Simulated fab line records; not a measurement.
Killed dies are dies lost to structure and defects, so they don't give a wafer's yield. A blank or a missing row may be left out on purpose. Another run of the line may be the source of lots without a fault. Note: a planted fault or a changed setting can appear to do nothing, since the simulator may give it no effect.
Matching of chambers    flow n5Finfet    rieDiel-01 running N5_DUMMY_GATE_ETCH_29: 4 sister chambers
The step etches underlayer in N2/H2, target depth 13 nm. 14 wafers are shown with their chamber, then 7 later ones without.

== WAFERS PAIRED WITH THEIR CHAMBERS ==
wafer   chamber  showerheadPlenumPTorr (Torr)  oesProductAu (a.u.)  throttleValvePct (%)
L076.3  0        2.66                          0.80                 18.08
L076.4  3        2.53                          0.74                 18.12
L076.6  0        2.66                          0.80                 18.06
L082.2  3        2.52                          0.73                 18.15
L082.3  1        2.62                          0.72                 17.79
L082.4  0        2.66                          0.79                 18.08
L083.1  3        2.52                          0.73                 18.14
L083.2  0        2.65                          0.79                 18.11
L083.4  1        2.62                          0.72                 17.80
L086.3  2        2.53                          0.78                 17.97
L086.4  1        2.62                          0.71                 17.83
L086.5  0        2.65                          0.79                 18.11
L090.1  3        2.52                          0.73                 18.17
L090.3  2        2.53                          0.78                 17.96

SIGNATURES, as means of the wafers listed above
reading                chamber 0  chamber 1  chamber 2  chamber 3  scatter within a chamber
showerheadPlenumPTorr  2.6560     2.6200     2.5300     2.5225     0.00442
oesProductAu           0.7940     0.7167     0.7800     0.7325     0.00512
throttleValvePct       18.0880    17.8067    17.9650    18.1450    0.0202
Rule: a wafer's distance from a chamber is the root of the sum, over the readings, of the square of ((its reading less the chamber's mean) divided by the reading's scatter). If the next closest chamber is less than 2 further off than the closest, the wafer can't be placed; otherwise it belongs to the closest. How the scatter is found: for the shown wafers, subtract from each reading the mean of its chamber, square and add these, divide the total by (wafers less chambers), then take the root.

== WAFERS WHOSE CHAMBER IS MISSING ==
wafer   showerheadPlenumPTorr (Torr)  oesProductAu (a.u.)  throttleValvePct (%)
L090.6  2.53                          0.78                 17.95
L092.2  2.65                          0.77                 18.11
L092.4  2.53                          0.77                 17.97
L092.6  2.53                          0.78                 17.96
L096.1  2.61                          0.70                 17.83
L096.4  2.51                          0.71                 18.18
L096.5  2.51                          0.71                 18.19

== EACH ONE'S CHAMBER ==
wafer   from the rows above  in truth
L090.6  2                    2
L092.2  0                    0
L092.4  2                    2
L092.6  2                    2
L096.1  1                    1
L096.4  3                    3
L096.5  3                    3
7 of 7 placed correctly. Can't be placed from these rows: 0. Placed wrongly: 0.
